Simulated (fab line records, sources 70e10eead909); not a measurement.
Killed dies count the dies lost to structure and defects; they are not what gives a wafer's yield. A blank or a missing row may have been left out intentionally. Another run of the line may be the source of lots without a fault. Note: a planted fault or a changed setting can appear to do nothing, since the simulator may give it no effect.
fab line records	flow nand_harc
record: lots: 15	wafers: 43	last_day: 34
route steps=1302 shown A_SGD_CUT@919 A_SLIT@922 A_WL_FILL@957
lots that met no fault: taken from a fault-free run of the same line
start_h: hours from the record's opening day to when the first of the lot's shown wafers began	wait_h: hours elapsed since this lot's preceding step	" unchanged from the row above	L1.1+2: one row covering several wafers at once	- no value present, or no start provided	* or withheld: withheld	< > ~ a bound
route shown NAME@n: NAME is a module with steps in the file, n the number in the route of the first one	usual: the fault-free wafers' mean and standard deviation	same: alike in all rows	chamber/n: place in a boat	sites: readings site by site	_std_site: how widely they spread, as a standard deviation	_edge_site: inner sites' mean taken away from outer sites' mean	radius_mm: how far each site lies from the wafer's centre	mask NAME#n: copy n	behind: tool/chamber where the wafer was last shaped	hold: what put the lot on hold/how long, in hours/how the hold closed	device: names the non-switching transistor (n, p or np)	end of line: the same wafers' tests at the end of the route	a step with no rows: only its recipe	killed: not the wafer's yield, but the dies lost to structure and defects at the first sort	map: per-die view of a wafer (x killed, . not killed, _ where there is no die)
set.NAME: setting as actually run; set.NAME@STEP: the setting as run at that earlier step	model.NAME: the simulator's own value behind a step, which no gauge read
a sample of lots followed through the steps of the route, with each step as a table and each wafer as a row
services: the hour from which a tool's chamber was out of use, counted from the record's first day as start_h (under 0 if before that day), plus the number of hours and why
== steps ==
step: NHARC_A_SGD_CUT_ETCHBACK_24
recipe: target_depth_a: 500	over_etch_frac: 0.3	time_s: 92.857	ion_energy_ev: 120	ch3f_flow_sccm: 50	o2_flow_sccm: 30	ar_flow_sccm: 200	rf_w: 500	bias_w: 100	chemistry: CH3F/O2
usual: drypump_motor_current_A: 5.8/0.52	o2_flow_sccm: 30.00/0.092	oes_product_au: 0.97/0.037	rf_fwd_power_W: 496.8/1.8	rf_vpp_V: 243.8/1.4	run_length_s: 114.1/0.37	showerhead_plenum_p_Torr: 2.42/0.08	throttle_valve_pct: 20.664/0.0093
lot.wafer	tool	chamber	start_h	wait_h	drypump_motor_current_A	o2_flow_sccm	oes_product_au	rf_fwd_power_W	rf_hours_counter_h	rf_vpp_V	run_length_s	showerhead_plenum_p_Torr	throttle_valve_pct
L847.3	rie_diel-11	0	452.55	0.2	6.0	29.87	0.94	498.6	2	242.9	114.2	2.35	20.662
L847.2	"	1	"	"	6.0	30.16	0.92	494.4	1	243.5	114.1	2.41	20.647
L847.5	"	0	"	"	6.0	30.08	0.94	496.1	-	242.5	114.1	2.35	20.674
L849.2	rie_diel-11	0	462.18	0.1	6.0	30.12	0.94	498.0	3	241.7	114.3	2.34	20.670
L849.1	"	1	"	"	5.9	30.09	0.92	493.7	2	244.3	114.5	2.41	20.669
L849.4	"	2	"	"	5.6	29.93	0.94	497.7	2	244.1	113.8	2.41	20.662
L848.4	rie_diel-07	0	462.18	0.1	5.3	29.96	1.00	497.0	9	241.1	114.5	2.29	20.665
L848.1	"	1	"	"	5.9	29.86	0.99	499.2	9	242.8	114.7	2.38	20.647
L848.6	"	0	"	"	5.4	29.93	1.01	497.1	-	241.1	114.4	2.28	20.676
L850.3	rie_diel-07	1	511.91	0.2	5.9	29.90	0.98	497.6	2	242.7	114.0	2.38	20.661
L850.2	"	2	"	"	6.2	30.01	0.98	495.4	2	244.4	114.2	2.43	20.648
L850.4	"	3	"	"	6.1	29.97	1.00	497.5	2	245.0	113.7	2.46	20.658
L855.1	rie_diel-11	1	511.93	0.2	5.9	29.99	0.92	495.0	7	241.6	114.1	2.41	20.668
L855.4	"	2	"	"	5.6	30.06	0.93	494.9	6	242.4	113.8	2.41	20.659
L855.5	"	0	"	"	6.0	30.06	0.94	497.0	-	241.8	114.6	2.34	20.651
L856.2	rie_diel-13	3	545.51	0.1	6.7	30.03	1.00	497.3	1	245.5	114.3	2.54	20.665
L856.3	"	1	"	"	4.7	30.12	1.00	495.5	1	242.9	114.3	2.35	20.667
L856.5	"	0	"	"	5.1	30.10	1.02	495.4	-	247.8	113.4	2.59	20.670
L859.1	rie_diel-07	1	545.52	0.1	5.9	30.00	0.98	499.2	4	242.3	114.0	2.38	20.650
L859.3	"	2	"	"	6.3	30.17	1.01	497.8	3	243.9	113.7	2.43	20.668
L859.4	"	3	"	"	6.1	30.00	0.99	496.6	3	244.5	113.6	2.46	20.676
L858.1	rie_diel-13	1	552.71	0.2	4.7	29.87	0.92	497.9	1	242.2	114.0	2.35	20.662
L858.4	"	2	"	"	5.9	29.94	0.93	499.9	1	243.5	114.0	2.46	20.645
L858.6	"	0	"	"	5.1	30.08	0.94	494.8	-	246.0	113.4	2.59	20.669
L860.3	rie_diel-11	1	581.44	0.2	6.0	30.02	1.00	494.9	11	244.2	114.7	2.40	20.676
L860.1	"	2	"	"	5.7	30.05	1.00	495.5	10	244.0	113.5	2.40	20.668
L860.5	"	0	"	"	6.1	29.87	1.01	501.6	-	243.3	114.4	2.34	20.650
L861.4	rie_diel-07	2	594.35	0.2	6.3	30.00	0.92	495.9	7	244.6	113.6	2.42	20.659
L861.5	"	0	"	"	5.3	30.09	0.93	497.4	-	240.9	114.6	2.28	20.661
L861.6	"	1	"	"	5.9	30.09	0.92	496.8	-	243.5	114.3	2.38	20.646
L862.1	rie_diel-13	2	594.37	0.2	5.9	29.90	0.93	496.8	3	243.6	114.4	2.46	20.670
L862.5	"	2	"	"	5.9	29.91	0.92	495.0	-	244.7	114.1	2.46	20.661
L864.2	rie_diel-11	3	601.41	0.1	5.7	29.92	1.01	495.9	14	244.0	114.9	2.41	20.679
L864.4	"	0	"	"	6.1	29.99	1.01	498.9	14	243.1	114.7	2.34	20.675
L864.5	"	0	"	"	6.0	29.78	1.01	498.0	-	242.2	114.2	2.34	20.667
L865.2	rie_diel-13	3	629.78	0.1	6.8	30.17	0.92	499.0	6	246.8	114.2	2.53	20.673
L865.5	"	3	"	"	6.7	30.16	0.92	499.0	-	246.1	114.4	2.53	20.652
L868.1	rie_diel-07	1	670.89	0.1	5.9	30.15	1.01	497.2	1	242.7	113.9	2.38	20.669
L868.2	"	2	"	"	6.3	29.71	0.99	500.1	1	243.5	113.8	2.42	20.653
L868.5	"	1	"	"	6.0	29.86	1.01	498.2	-	243.3	113.9	2.38	20.663
L870.3	rie_diel-07	2	692.16	0.2	6.3	30.08	1.01	499.5	2	244.4	114.1	2.42	20.665
L870.5	"	1	"	"	5.9	30.08	1.01	495.9	-	243.9	114.0	2.38	20.659
L870.6	"	2	"	"	6.3	30.05	1.01	496.7	-	243.7	113.8	2.42	20.670
step: NHARC_A_SLIT_DEP_25
recipe: target_thk_a: 2000	temp_c: 400	pressure_torr: 6.5	rf_w: 900	teos_flow_sccm: 161.4	flow_sccm: 2650	target_thk_nm: 200	gas: O2	material: SiO2
usual: heater_power_w: 562/100	rf_fwd_power_W: 897.9/2.7	throttle_valve_pct: 15.8/0.43
lot.wafer	tool	chamber	start_h	wait_h	heater_power_w	rf_fwd_power_W	throttle_valve_pct
L847.3	pecvd-01	1	452.98	0.2	637	898.4	16.1
L847.2	"	2	"	"	743	901.2	16.1
L847.5	"	2	"	"	743	901.5	16.2
L849.1	pecvd-01	2	462.49	0.1	640	898.0	15.9
L849.2	"	1	"	"	571	895.0	16.2
L849.4	"	0	"	"	530	892.4	15.4
L848.1	pecvd-03	1	462.65	0.2	528	898.0	15.7
L848.4	"	1	"	"	548	893.5	15.3
L848.6	"	2	"	"	691	894.7	15.5
L850.2	pecvd-03	0	512.22	0.1	408	896.1	15.7
L850.3	"	2	"	"	698	900.9	15.7
L850.4	"	0	"	"	417	892.9	15.6
L855.1	pecvd-04	0	512.25	0.1	671	891.7	16.4
L855.5	"	0	"	"	686	893.8	16.7
L855.4	"	1	"	"	482	901.6	15.9
L859.3	pecvd-01	2	545.86	0.1	699	899.2	16.1
L859.1	"	0	"	"	409	900.4	15.5
L859.4	"	0	"	"	427	894.6	15.4
L856.2	pecvd-03	2	545.86	0.1	612	900.7	15.3
L856.3	"	0	"	"	475	899.5	15.8
L856.5	"	1	"	"	517	900.0	15.7
L858.1	pecvd-04	0	553.03	0.1	684	902.7	16.5
L858.6	"	2	"	"	496	897.8	15.2
L858.4	"	0	"	"	695	899.8	16.6
L860.1	pecvd-03	0	581.78	0.1	443	897.4	15.5
L860.3	"	1	"	"	542	898.1	15.5
L860.5	"	1	"	"	548	896.2	15.4
L862.1	pecvd-01	2	594.73	0.1	732	895.2	15.8
L862.5	"	1	"	"	653	897.3	15.7
L861.6	pecvd-04	1	594.75	0.2	441	892.9	16.0
L861.5	"	2	"	"	507	899.4	15.0
L861.4	"	0	"	"	709	892.9	16.8
L864.2	pecvd-03	2	601.90	0.2	766	900.4	15.5
L864.4	"	2	"	"	769	898.5	15.5
L864.5	"	0	"	"	486	901.5	16.2
L865.2	pecvd-04	0	630.17	0.1	599	895.1	16.7
L865.5	"	1	"	"	512	898.3	16.2
L868.1	pecvd-01	2	671.24	0.1	658	896.3	16.1
L868.2	"	0	"	"	456	895.0	15.6
L868.5	"	1	"	"	685	897.5	16.0
L870.3	pecvd-04	1	692.49	0.1	514	904.5	16.3
L870.6	"	1	"	"	525	902.1	16.0
L870.5	"	2	"	"	474	897.6	14.9
step: NHARC_A_WL_FILL_ETCHBACK_04
recipe: target_depth_a: 600	time_s: 120	chemistry: NF3
usual: drypump_motor_current_A: 5.78/0.29	oes_product_au: 0.994/0.0077	run_length_s: 141.5/0.53
lot.wafer	tool	chamber	start_h	wait_h	drypump_motor_current_A	oes_product_au	rf_hours_counter_h	run_length_s
L847.2	rie_metal-03	0	480.27	0.3	5.98	0.987	-	140.8
L847.3	"	0	"	"	5.99	0.990	-	141.1
L847.5	"	0	"	"	5.99	0.985	-	140.7
L849.1	rie_metal-03	0	483.95	0.3	5.99	0.988	2.3	141.1
L849.2	"	0	"	"	5.96	0.983	-	140.7
L849.4	"	0	"	"	5.99	0.986	-	140.8
L848.1	rie_metal-01	0	489.26	0.3	5.70	1.000	1.6	141.9
L848.4	"	1	"	"	6.04	0.998	-	141.5
L848.6	"	0	"	"	5.70	0.997	-	142.0
L855.1	rie_metal-01	1	534.84	0.4	6.04	0.997	2.5	141.1
L855.4	"	1	"	"	6.04	0.996	-	141.3
L855.5	"	1	"	"	6.05	0.992	-	141.1
L850.2	rie_metal-02	0	538.51	0.4	5.29	1.006	1.4	142.0
L850.3	"	1	"	"	5.56	0.995	-	141.0
L850.4	"	0	"	"	5.29	0.997	-	141.9
L859.1	rie_metal-01	1	566.55	0.3	6.02	0.987	2.9	141.2
L859.3	"	0	"	"	5.69	0.997	-	142.1
L859.4	"	1	"	"	6.03	0.992	-	141.0
L856.2	rie_metal-01	1	572.39	0.4	6.05	0.998	3.1	141.6
L856.3	"	0	"	"	5.67	0.998	-	142.6
L856.5	"	0	"	"	5.70	0.997	-	141.8
L858.1	rie_metal-02	0	576.27	0.3	5.26	0.997	2.1	142.1
L858.4	"	0	"	"	5.28	1.003	-	141.9
L858.6	"	1	"	"	5.58	0.986	-	141.1
L860.1	rie_metal-01	1	601.16	0.3	6.02	0.998	0.1	141.0
L860.3	"	0	"	"	5.70	0.992	-	142.1
L860.5	"	0	"	"	5.68	0.984	-	142.0
L862.1	rie_metal-01	0	614.94	0.3	5.69	0.996	0.3	142.0
L862.5	"	1	"	"	6.06	0.997	-	101.3
L861.4	rie_metal-02	0	615.24	0.3	5.27	1.002	-	141.9
L861.5	"	0	"	"	5.28	1.015	-	142.1
L861.6	"	1	"	"	5.56	0.992	-	141.0
L864.2	rie_metal-01	0	629.04	0.3	5.67	0.994	0.8	142.4
L864.4	"	1	"	"	6.06	0.980	-	101.5
L864.5	"	0	"	"	5.68	0.986	-	102.6
L865.2	rie_metal-01	1	649.75	0.3	6.03	0.984	1.2	141.3
L865.5	"	1	"	"	6.03	0.989	-	101.5
L868.1	rie_metal-02	1	692.87	0.3	5.57	0.977	0.6	141.4
L868.2	"	0	"	"	5.26	0.991	0.6	141.8
L868.5	"	0	"	"	5.28	1.006	-	142.1
L870.3	rie_metal-01	1	712.79	0.3	6.04	0.998	-	141.5
L870.5	"	0	"	"	5.70	0.989	-	142.5
L870.6	"	1	"	"	6.04	0.997	-	141.2
step: NHARC_A_WL_FILL_ETCHBACK_16
recipe: target_depth_a: 1200	time_s: 24	c4f8_flow_sccm: withheld	o2_flow_sccm: 8	ar_flow_sccm: withheld	rf_w: 600	bias_w: 800	chemistry: C4F8/O2/Ar
usual: oes_product_au: 0.98/0.032	rf_fwd_power_W: 590/3.2	rf_vpp_V: 724/3.3	run_length_s: 45.3/0.45
lot.wafer	tool	chamber	start_h	wait_h	oes_product_au	rf_fwd_power_W	rf_hours_counter_h	rf_vpp_V	run_length_s
L847.3	rie_diel-03	0	-	-	1.01	589	0.8	721	44.3
L847.2	"	2	"	"	0.99	589	0.6	723	45.5
L847.5	"	0	"	"	1.01	589	-	720	44.3
L849.2	rie_diel-03	2	-	-	1.00	588	0.8	724	45.7
L849.4	"	3	"	"	1.02	595	0.9	731	46.4
L849.1	"	1	"	"	0.98	586	1.0	723	45.8
L848.1	rie_diel-03	3	-	-	1.02	593	1.3	730	45.9
L848.4	"	1	"	"	1.00	587	1.3	724	45.8
L848.6	"	0	"	"	1.00	587	-	722	44.6
L855.4	rie_diel-08	0	-	-	1.00	591	3.0	725	45.7
L855.1	"	2	"	"	1.00	595	4.0	717	44.8
L855.5	"	0	"	"	1.00	593	-	724	45.9
L850.2	rie_diel-05	3	-	-	0.98	590	5.1	720	45.5
L850.4	"	0	"	"	1.00	591	5.1	724	45.5
L850.3	"	1	"	"	1.00	594	4.9	724	45.3
L859.1	rie_diel-03	2	-	-	1.00	592	3.6	722	45.1
L859.3	"	0	"	"	1.00	583	3.7	723	44.4
L859.4	"	0	"	"	1.01	585	-	723	44.6
L858.4	rie_diel-05	3	-	-	0.98	588	7.2	722	45.0
L858.1	"	1	"	"	1.00	590	6.6	726	45.2
L858.6	"	3	"	"	0.98	587	-	720	45.5
L856.2	rie_diel-03	0	-	-	1.00	584	3.9	722	44.2
L856.3	"	1	"	"	1.01	585	3.8	723	45.4
L856.5	"	2	"	"	1.00	589	-	722	45.7
L860.3	rie_diel-05	1	-	-	1.00	588	1.1	726	45.4
L860.1	"	2	"	"	1.01	594	1.0	727	45.1
L860.5	"	0	"	"	1.00	594	-	724	45.4
L862.1	rie_diel-03	1	-	-	0.94	586	5.0	723	45.5
L862.5	"	0	"	"	0.94	588	-	721	44.6
L861.4	rie_diel-08	3	-	-	0.99	586	1.6	724	45.4
L861.5	"	1	"	"	1.00	592	-	722	45.0
L861.6	"	2	"	"	1.00	593	-	716	44.8
L864.4	rie_diel-08	3	-	-	0.99	587	2.2	726	46.0
L864.2	"	2	"	"	0.99	593	1.9	715	44.8
L864.5	"	3	"	"	0.99	586	-	725	45.6
L865.2	rie_diel-03	3	-	-	1.00	593	0.3	730	46.0
L865.5	"	1	"	"	1.00	584	-	724	45.7
L868.2	rie_diel-05	1	-	-	0.99	590	6.7	726	45.3
L868.1	"	2	"	"	0.99	590	6.3	727	45.2
L868.5	"	1	"	"	1.00	590	-	726	45.3
L870.3	rie_diel-05	3	-	-	0.98	593	6.1	720	45.3
L870.6	"	3	"	"	0.97	592	-	720	45.5
L870.5	"	0	"	"	0.96	597	-	724	45.5
== services ==
tool	chamber	start_h	hours	kind
rie_diel-11	-	432.50	9.0	pm
rie_diel-05	1	435.88	12.6	repair
rie_diel-03	-	443.18	1.9	repair
rie_diel-03	-	458.32	9.0	pm
rie_diel-05	2	466.97	3.1	repair
rie_diel-07	-	471.20	9.0	pm
rie_diel-07	-	494.07	0.7	repair
rie_diel-11	2	496.50	5.4	repair
rie_diel-07	2	502.41	5.3	repair
rie_diel-05	0	505.02	9.3	repair
pecvd-03	-	547.29	13.0	pm
rie_diel-03	3	573.51	12.1	repair
rie_metal-01	-	575.14	9.0	pm
rie_diel-07	3	580.59	4.2	repair
rie_diel-05	-	586.31	9.0	pm
rie_diel-11	-	609.50	9.0	pm
rie_diel-11	2	623.69	6.2	repair
rie_metal-01	1	635.18	4.0	repair
rie_diel-03	-	635.32	9.0	pm
rie_diel-11	2	637.53	5.5	repair
rie_diel-07	-	648.20	9.0	pm
rie_diel-07	3	660.31	8.3	repair
rie_diel-07	0	704.07	13.6	repair
rie_diel-07	2	711.28	44.0	repair
== key ==
first_sign: step: NHARC_A_WL_FILL_ETCHBACK_04	reading: run_length_s	direction: down	sigmas: 75	usual: *	struck: *
effect none on later readings
met_at NHARC_A_WL_FILL_ETCHBACK_04
struck_lots L862,L864,L865
struck_wafers L862.5,L864.4,L864.5,L865.5
sort_left_out L862.5,L864.4,L864.5,L865.5
tester_left_out L862,L864,L865
not_acting_at NHARC_A_SGD_CUT_ETCHBACK_24,NHARC_A_SLIT_DEP_25,NHARC_A_WL_FILL_ETCHBACK_16
onset_between 601.16 614.94
fault: kind: process_parameter_drift	tool: rie_metal-01	chamber: -	onset_h: 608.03	steps: NHARC_A_WL_FILL_ETCHBACK_04	channel: time_s	offset: *	shape: step	end_h: 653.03	scope: struck_wafers_only	acts_in: *	stated: *
tester_left_out: of these lots the tester's yield and bins aren't shown, on N5 and GAA mostly nor the transistor test; their killed dies are dies lost to structure and defects alone, not to doping, threshold or leakage, so they don't give the yield
sort_left_out: the simulated sort isn't trusted on such a fault, so these wafers' sort isn't shown, and their yield isn't known
